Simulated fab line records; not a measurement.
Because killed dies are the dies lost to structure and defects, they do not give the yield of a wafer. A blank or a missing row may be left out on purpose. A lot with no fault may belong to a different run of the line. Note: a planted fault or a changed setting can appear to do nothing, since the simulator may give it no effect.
fab line records + flow nand_harc
record
- lots=5
- wafers=15
- last_day=33
route steps=1302 shown P_CONTACT@230 END@1302
lots that met no fault: taken from a fault-free run of the same line
start_h: the number of hours between the record's first day and the start of the first shown wafer of the lot + wait_h: hours since the lot's step before + " identical to the entry in the row above + L1.1+2: a single row standing in for several wafers + - no value present, or no start provided + * or withheld: withheld + < > ~ a bound
route shown NAME@n: names a module that has steps shown in the file, with the first one's number in the route + usual: the fault-free wafers' mean and standard deviation + same: alike in all rows + chamber/n: place in a boat + sites: the reading at each site + _std_site: the standard deviation of these + _edge_site: inner sites' mean taken away from outer sites' mean + radius_mm: how far each site lies from the wafer's centre + mask NAME#n: copy n + behind: the tool/chamber that last shaped the wafer + hold: the reason the lot was held/the length of the hold in hours/how it ended + device: which transistor (n, p or np) failed to switch + end of line: tests run on the same wafers once the route is complete + where a step has no rows: the recipe by itself + killed: dies that structure and defects cost at the first sort, which is not the same as the wafer's yield + map: the dies of a wafer, with x for killed, . for not killed, _ for no die there
set.NAME: setting as actually run; set.NAME@STEP: the setting as run at that earlier step + model.NAME: the simulator's own value behind a step, which no gauge read
lots seen at some steps along the route; tables by step, rows by wafer
services: from which hour (start_h, from the record's first day; less than 0 if before it) a tool's chamber was out of use, for how many hours, and why
## steps
# step NHARC_P_CONTACT_PEB_10
# recipe
- peb_temp_c=100
- peb_time_s=65
# step NHARC_P_CONTACT_DEVELOP_11
# recipe
- develop_time_s=35
- dev_temp_c=23
# step NHARC_P_CONTACT_DESCUM_17
# recipe
- time_s=3
- o2_flow_sccm=200
- ar_flow_sccm=0
- bias_power_w=0
- chemistry=O2
# step NHARC_P_CONTACT_ETCH_35
# recipe
- target_depth_a=390
- over_etch_frac=0.3
- time_s=65
- ion_energy_ev=80
- cf4_flow_sccm=150
- ar_flow_sccm=0
- rf_w=300
- bias_w=100
- chemistry=CF4
# step NHARC_P_CONTACT_ETCH_36
# recipe
- target_depth_a=2600
- over_etch_frac=0.25
- time_s=406.25
- ion_energy_ev=200
- n2_flow_sccm=150
- h2_flow_sccm=150
- ar_flow_sccm=0
- rf_w=400
- bias_w=150
- chemistry=N2/H2
# step NHARC_P_CONTACT_ETCH_18
# recipe
- target_depth_a=4810
- time_s=240.5
- c4f8_flow_sccm=20
- o2_flow_sccm=10
- ar_flow_sccm=withheld
- rf_w=600
- bias_w=1500
- chemistry=C4F8/O2/Ar
# step NHARC_P_CONTACT_STRIP_37
# recipe
- c4f8_flow_sccm=withheld
- o2_flow_sccm=8
- ar_flow_sccm=withheld
- bias_w=0
- chemistry=C4F8/O2/Ar
# step NHARC_P_CONTACT_ETCH_31
# recipe
- target_depth_a=300
- time_s=85.7
- ion_energy_ev=120
- over_etch_frac=1
- ch3f_flow_sccm=50
- o2_flow_sccm=30
- ar_flow_sccm=200
- rf_w=500
- bias_w=100
- chemistry=CH3F/O2
# step NHARC_P_CONTACT_STRIP_28
# recipe
- o2_flow_sccm=500
- ar_flow_sccm=0
- bias_w=0
- chemistry=O2
# usual
- bias_w=0/0
- chamber_pressure_mTorr=60.00/0.057
- drypump_motor_current_A=5.7/0.45
- mfc_ar_sccm=0.011/0.013
- oes_product_au=0.996/0.011
- rf_vpp_V=58.0/0.87
- showerhead_plenum_p_Torr=3.58/0.14
- throttle_valve_pct=17.036/0.0089
| lot.wafer | tool        | chamber | start_h | wait_h | bias_w | chamber_pressure_mTorr | drypump_motor_current_A | mfc_ar_sccm | oes_product_au | rf_hours_counter_h | rf_vpp_V | showerhead_plenum_p_Torr | throttle_valve_pct |
|-----------|-------------|---------|---------|--------|--------|------------------------|-------------------------|-------------|----------------|--------------------|----------|--------------------------|--------------------|
| L918.2    | rie_diel-01 | 2       | 173.65  | 0.1    | 0      | 59.99                  | 5.5                     | 0.022       | 0.972          | 6.4                | 56.4     | 3.46                     | 17.040             |
| L918.3    | "           | 3       | "       | "      | 0      | 59.99                  | 6.2                     | 0.037       | 0.977          | 6.5                | 57.0     | 3.40                     | 17.027             |
| L918.6    | "           | 1       | "       | "      | 0      | 59.95                  | 5.8                     | 0           | 0.979          | -                  | 57.8     | 3.56                     | 17.039             |
| L927.1    | rie_diel-01 | 1       | 262.48  | 0.1    | -      | -                      | -                       | -           | -              | -                  | -        | -                        | -                  |
| L927.3    | "           | 2       | "       | "      | -      | -                      | -                       | -           | -              | -                  | -        | -                        | -                  |
| L927.6    | "           | 1       | "       | "      | -      | -                      | -                       | -           | -              | -                  | -        | -                        | -                  |
| L928.4    | rie_diel-07 | 2       | 263.02  | 0.1    | -      | -                      | -                       | -           | -              | -                  | -        | -                        | -                  |
| L928.2    | "           | 0       | "       | "      | -      | -                      | -                       | -           | -              | -                  | -        | -                        | -                  |
| L928.5    | "           | 2       | "       | "      | -      | -                      | -                       | -           | -              | -                  | -        | -                        | -                  |
| L929.2    | rie_diel-13 | 0       | 278.03  | 0.1    | -      | -                      | -                       | -           | -              | -                  | -        | -                        | -                  |
| L929.6    | "           | 1       | "       | "      | -      | -                      | -                       | -           | -              | -                  | -        | -                        | -                  |
| L929.5    | "           | 0       | "       | "      | -      | -                      | -                       | -           | -              | -                  | -        | -                        | -                  |
| L936.1    | rie_diel-01 | 0       | 346.51  | 0.1    | 0      | 60.07                  | 5.3                     | 0           | 1.016          | 9.5                | 56.8     | 3.73                     | 17.047             |
| L936.6    | "           | 1       | "       | "      | 0      | 60.02                  | 5.8                     | 0           | 1.019          | -                  | 57.9     | 3.56                     | 17.037             |
| L936.5    | "           | 2       | "       | "      | 0      | 59.96                  | 5.5                     | 0.022       | 0.968          | -                  | 57.7     | 3.45                     | 17.033             |
# step NHARC_P_CONTACT_STRIP_29
# recipe
- time_s=1200
- temp_c=72.5
- chemistry=post_etch_residue_remover
# step NHARC_END_SORT_01
# recipe
- temp_c=25
# usual
- killed_at_array=55/23
- killed_at_other=1.0/1.2
- killed_at_periphery=3.2/2.7
- killed_dies=59/23
- killed_open=3.1/1.6
- killed_short=2.2/1.5
# same
- gross_dies=677
| lot.wafer | tool      | chamber | start_h | wait_h | hold                   | killed_at_array | killed_at_other | killed_at_periphery | killed_dies | killed_open | killed_short |
|-----------|-----------|---------|---------|--------|------------------------|-----------------|-----------------|---------------------|-------------|-------------|--------------|
| L918.2    | prober-02 | 0       | 605.33  | 2.8    | -                      | 40              | 0               | 2                   | 42          | 4           | 2            |
| L918.3    | prober-02 | 0       | 606.14  | 3.1    | -                      | 43              | 0               | 2                   | 45          | 5           | 3            |
| L918.6    | prober-02 | 0       | 608.55  | 4.0    | -                      | 47              | 0               | 2                   | 49          | 2           | 4            |
| L928.2    | prober-01 | 0       | 695.55  | 2.8    | await_dispo/2.3h/scrap | 41              | 2               | 634                 | 677         | 3           | 5            |
| L928.4    | prober-01 | 0       | 697.16  | 3.4    | await_dispo/2.3h/scrap | 46              | 2               | 629                 | 677         | 2           | 1            |
| L928.5    | prober-01 | 0       | 697.97  | 3.7    | await_dispo/2.3h/scrap | 33              | 2               | 642                 | 677         | 3           | 2            |
| L927.1    | prober-02 | 0       | 698.61  | 6.3    | await_dispo/8.4h/scrap | 54              | 2               | 621                 | 677         | 1           | 2            |
| L927.3    | prober-02 | 0       | 700.21  | 6.9    | await_dispo/8.4h/scrap | 57              | 4               | 616                 | 677         | 6           | 0            |
| L927.6    | prober-02 | 0       | 702.61  | 7.8    | await_dispo/8.4h/scrap | 58              | 2               | 617                 | 677         | 5           | 1            |
| L929.2    | prober-01 | 0       | 735.78  | 2.8    | await_dispo/3.9h/scrap | 67              | 0               | 610                 | 677         | 3           | 1            |
| L929.5    | prober-01 | 0       | 738.18  | 3.7    | await_dispo/3.9h/scrap | 65              | 0               | 612                 | 677         | 2           | 1            |
| L929.6    | prober-01 | 0       | 738.98  | 4.0    | await_dispo/3.9h/scrap | 72              | 0               | 605                 | 677         | 0           | 5            |
# killed by level:class
L918.2 A_SLIT:chamber_film_flake=21 A_CHANNEL_HOLE_D1:chamber_film_flake=4 A_CHANNEL_HOLE_D2:chamber_film_flake=3 P_ZERO_WELL:chamber_film_flake=2 A_ZERO_WELL:chamber_film_flake=2 A_STAIRCASE:chamber_film_flake=2 A_M1:chamber_film_flake=2 A_ONON_D2:geometric_particle:open=1
L918.3 A_SLIT:chamber_film_flake=23 A_CHANNEL_HOLE_D2:chamber_film_flake=4 A_STAIRCASE:chamber_film_flake=4 A_M0:geometric_particle:open=2 A_CONTACT:chamber_film_flake=2 P_M0:geometric_particle:short=1 P_M2:geometric_particle:open=1 A_CHANNEL_FILL_D1:geometric_particle:short=1
L918.6 A_SLIT:chamber_film_flake=25 A_CHANNEL_HOLE_D2:chamber_film_flake=11 A_CHANNEL_FILL_D1:geometric_particle:short=2 A_M0:geometric_particle:short=2 A_CHANNEL_HOLE_D1:chamber_film_flake=2 P_CONTACT:geometric_particle:open=1 A_DECK1_JOINT:geometric_particle:open=1 P_ZERO_WELL:chamber_film_flake=1
L928.2 P_CONTACT:area_strip=632 A_CHANNEL_HOLE_D2:chamber_film_flake=18 A_CHANNEL_HOLE_D1:chamber_film_flake=6 A_SLIT:chamber_film_flake=6 A_WL_FILL:geometric_particle:short=2 A_STAIRCASE:chamber_film_flake=2 P_M1:geometric_particle:short=1 A_ONON_D1:geometric_particle:open=1
L928.4 P_CONTACT:area_strip=628 A_CHANNEL_HOLE_D2:chamber_film_flake=21 A_CHANNEL_HOLE_D1:chamber_film_flake=9 A_SLIT:chamber_film_flake=5 A_CONTACT:chamber_film_flake=3 THIN_TSV:chamber_film_flake=2 A_ONON_D1:geometric_particle:open=1 A_DECK1_JOINT:geometric_particle:open=1
L928.5 P_CONTACT:area_strip=637 A_CHANNEL_HOLE_D2:chamber_film_flake=19 A_CHANNEL_HOLE_D1:chamber_film_flake=4 A_CONTACT:chamber_film_flake=4 THIN_TSV:chamber_film_flake=2 P_GATE:geometric_particle:open=1 P_M0:geometric_particle:open=1 A_CHANNEL_FILL_D2:geometric_particle:short=1
L927.1 P_CONTACT:area_strip=608 A_CHANNEL_HOLE_D1:chamber_film_flake=34 A_STAIRCASE:chamber_film_flake=8 P_GATE:chamber_film_flake=5 A_CHANNEL_HOLE_D2:chamber_film_flake=4 P_M0:chamber_film_flake=3 A_CONTACT:chamber_film_flake=3 P_ZERO_WELL:chamber_film_flake=2
L927.3 P_CONTACT:area_strip=614 A_CHANNEL_HOLE_D1:chamber_film_flake=31 A_SLIT:chamber_film_flake=7 A_CONTACT:chamber_film_flake=4 THIN_TSV:chamber_film_flake=4 A_CHANNEL_HOLE_D2:chamber_film_flake=3 A_STAIRCASE:chamber_film_flake=3 A_DECK1_JOINT:geometric_particle:open=2
L927.6 P_CONTACT:area_strip=611 A_CHANNEL_HOLE_D1:chamber_film_flake=35 A_SLIT:chamber_film_flake=4 A_STAIRCASE:chamber_film_flake=4 A_CONTACT:chamber_film_flake=4 P_GATE:chamber_film_flake=2 A_M1:chamber_film_flake=2 A_BONDPAD:chamber_film_flake=2
L929.2 P_CONTACT:area_strip=609 A_CHANNEL_HOLE_D1:chamber_film_flake=30 A_SLIT:chamber_film_flake=23 A_STAIRCASE:chamber_film_flake=5 A_CONTACT:chamber_film_flake=5 A_SOURCE_PLATE:geometric_particle:open=1 A_CHANNEL_HOLE_D1:geometric_particle:open=1 A_CHANNEL_FILL_D1:geometric_particle:short=1
L929.5 P_CONTACT:area_strip=611 A_SLIT:chamber_film_flake=29 A_CHANNEL_HOLE_D1:chamber_film_flake=24 A_STAIRCASE:chamber_film_flake=4 A_CONTACT:chamber_film_flake=4 A_CHANNEL_FILL_D1:geometric_particle:open=1 A_SGD_CUT:geometric_particle:short=1 A_CONTACT:geometric_particle:open=1
L929.6 P_CONTACT:area_strip=604 A_CHANNEL_HOLE_D1:chamber_film_flake=31 A_SLIT:chamber_film_flake=25 A_STAIRCASE:chamber_film_flake=5 A_DECK1_JOINT:chamber_film_flake=4 A_CONTACT:chamber_film_flake=3 P_CONTACT:geometric_particle:short=1 A_ONON_D1:geometric_particle:short=1
# map L927.1 (x killed, . not)
____________x____________
_________xxxxxxx_________
_______xxxxxxxxxxx_______
______xxxxxxxxxxxxx______
_____xxxxxxxxxxxxxxx_____
____xxxxxxxxxxxxxxxxx____
____xxxxxxxxxxxxxxxxx____
___xxxxxxxxxxxxxxxxxxx___
___xxxxxxxxxxxxxxxxxxx___
__xxxxxxxxxxxxxxxxxxxxx__
__xxxxxxxxxxxxxxxxxxxxx__
_xxxxxxxxxxxxxxxxxxxxxxx_
_xxxxxxxxxxxxxxxxxxxxxxx_
_xxxxxxxxxxxxxxxxxxxxxxx_
_xxxxxxxxxxxxxxxxxxxxxxx_
_xxxxxxxxxxxxxxxxxxxxxxx_
xxxxxxxxxxxxxxxxxxxxxxxxx
xxxxxxxxxxxxxxxxxxxxxxxxx
xxxxxxxxxxxxxxxxxxxxxxxxx
xxxxxxxxxxxxxxxxxxxxxxxxx
xxxxxxxxxxxxxxxxxxxxxxxxx
_xxxxxxxxxxxxxxxxxxxxxxx_
_xxxxxxxxxxxxxxxxxxxxxxx_
_xxxxxxxxxxxxxxxxxxxxxxx_
_xxxxxxxxxxxxxxxxxxxxxxx_
_xxxxxxxxxxxxxxxxxxxxxxx_
__xxxxxxxxxxxxxxxxxxxxx__
__xxxxxxxxxxxxxxxxxxxxx__
___xxxxxxxxxxxxxxxxxxx___
___xxxxxxxxxxxxxxxxxxx___
____xxxxxxxxxxxxxxxxx____
____xxxxxxxxxxxxxxxxx____
_____xxxxxxxxxxxxxxx_____
______xxxxxxxxxxxxx______
_______xxxxxxxxxxx_______
_________xxxxxxx_________
____________x____________
# map L928.2 (x killed, . not)
____________x____________
_________xxxxxxx_________
_______xxxxxxxxxxx_______
______xxxxxxxxxxxxx______
_____xxxxxxxxxxxxxxx_____
____xxxxxxxxxxxxxxxxx____
____xxxxxxxxxxxxxxxxx____
___xxxxxxxxxxxxxxxxxxx___
___xxxxxxxxxxxxxxxxxxx___
__xxxxxxxxxxxxxxxxxxxxx__
__xxxxxxxxxxxxxxxxxxxxx__
_xxxxxxxxxxxxxxxxxxxxxxx_
_xxxxxxxxxxxxxxxxxxxxxxx_
_xxxxxxxxxxxxxxxxxxxxxxx_
_xxxxxxxxxxxxxxxxxxxxxxx_
_xxxxxxxxxxxxxxxxxxxxxxx_
xxxxxxxxxxxxxxxxxxxxxxxxx
xxxxxxxxxxxxxxxxxxxxxxxxx
xxxxxxxxxxxxxxxxxxxxxxxxx
xxxxxxxxxxxxxxxxxxxxxxxxx
xxxxxxxxxxxxxxxxxxxxxxxxx
_xxxxxxxxxxxxxxxxxxxxxxx_
_xxxxxxxxxxxxxxxxxxxxxxx_
_xxxxxxxxxxxxxxxxxxxxxxx_
_xxxxxxxxxxxxxxxxxxxxxxx_
_xxxxxxxxxxxxxxxxxxxxxxx_
__xxxxxxxxxxxxxxxxxxxxx__
__xxxxxxxxxxxxxxxxxxxxx__
___xxxxxxxxxxxxxxxxxxx___
___xxxxxxxxxxxxxxxxxxx___
____xxxxxxxxxxxxxxxxx____
____xxxxxxxxxxxxxxxxx____
_____xxxxxxxxxxxxxxx_____
______xxxxxxxxxxxxx______
_______xxxxxxxxxxx_______
_________xxxxxxx_________
____________x____________
## services
| tool        | chamber | start_h | hours | kind   |
|-------------|---------|---------|-------|--------|
| rie_diel-01 | 0       | 158.43  | -     | clean  |
| rie_diel-01 | 1       | 158.43  | -     | clean  |
| rie_diel-01 | 2       | 158.43  | -     | clean  |
| rie_diel-01 | 3       | 158.43  | -     | clean  |
| rie_diel-13 | -       | 165.00  | 9.0   | pm     |
| rie_diel-07 | -       | 167.71  | 1.0   | repair |
| rie_diel-01 | 0       | 182.93  | -     | clean  |
| rie_diel-01 | 1       | 182.93  | -     | clean  |
| rie_diel-01 | 2       | 182.93  | -     | clean  |
| rie_diel-01 | 3       | 182.93  | -     | clean  |
| rie_diel-01 | -       | 186.22  | 0.5   | repair |
| rie_diel-13 | 2       | 196.21  | 16.4  | repair |
| rie_diel-01 | -       | 203.91  | 9.0   | pm     |
| rie_diel-01 | 1       | 219.52  | 18.4  | repair |
| rie_diel-01 | 0       | 243.00  | 4.4   | repair |
| rie_diel-07 | 2       | 253.62  | 6.0   | repair |
| rie_diel-13 | 3       | 267.09  | 18.9  | repair |
| rie_diel-07 | 2       | 267.68  | 3.7   | repair |
| rie_diel-07 | -       | 294.20  | 9.0   | pm     |
| rie_diel-07 | 3       | 304.47  | 6.8   | repair |
| rie_diel-01 | 3       | 319.09  | 25.3  | repair |
| rie_diel-01 | 1       | 320.48  | 6.3   | repair |
| rie_diel-07 | 2       | 339.42  | 6.1   | repair |
| rie_diel-13 | -       | 342.00  | 9.0   | pm     |
## key
first_sign
- step=NHARC_P_CONTACT_STRIP_28
- reading=tool_record
- direction=missing
effect
- step=NHARC_END_SORT_01
- reading=killed_at_periphery
- direction=up
- sigmas=99+
- usual=3.2
- struck=620.7
more_kills_born_at
- NHARC_P_CONTACT_STRIP_28@rie_diel-07=1897
- NHARC_P_CONTACT_STRIP_28@rie_diel-01=1833
- NHARC_P_CONTACT_STRIP_28@rie_diel-13=1824
met_at NHARC_P_CONTACT_STRIP_28
struck_wafers L927.1,L927.3,L927.6,L928.2,L928.4,L928.5,L929.2,L929.5,L929.6
later_rows_left_out L927.1,L927.3,L927.6,L928.2,L928.4,L928.5,L929.2,L929.5,L929.6
tester_left_out L927,L928,L929
onset_between 173.65 262.48
fault
- kind=skipped_step_whole
- tool=rie_diel-01,rie_diel-07,rie_diel-13
- chamber=-
- onset_h=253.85
- steps=NHARC_P_CONTACT_STRIP_28
- scope=struck_lots_only
# tester_left_out: of these lots the tester's yield and bins aren't shown, on N5 and GAA mostly nor the transistor test; their killed dies are dies lost to structure and defects alone, not to doping, threshold or leakage, so they don't give the yield
# later_rows_left_out: the simulator's readings of these wafers behind a module that went badly wrong aren't trusted and aren't shown, but for the sort
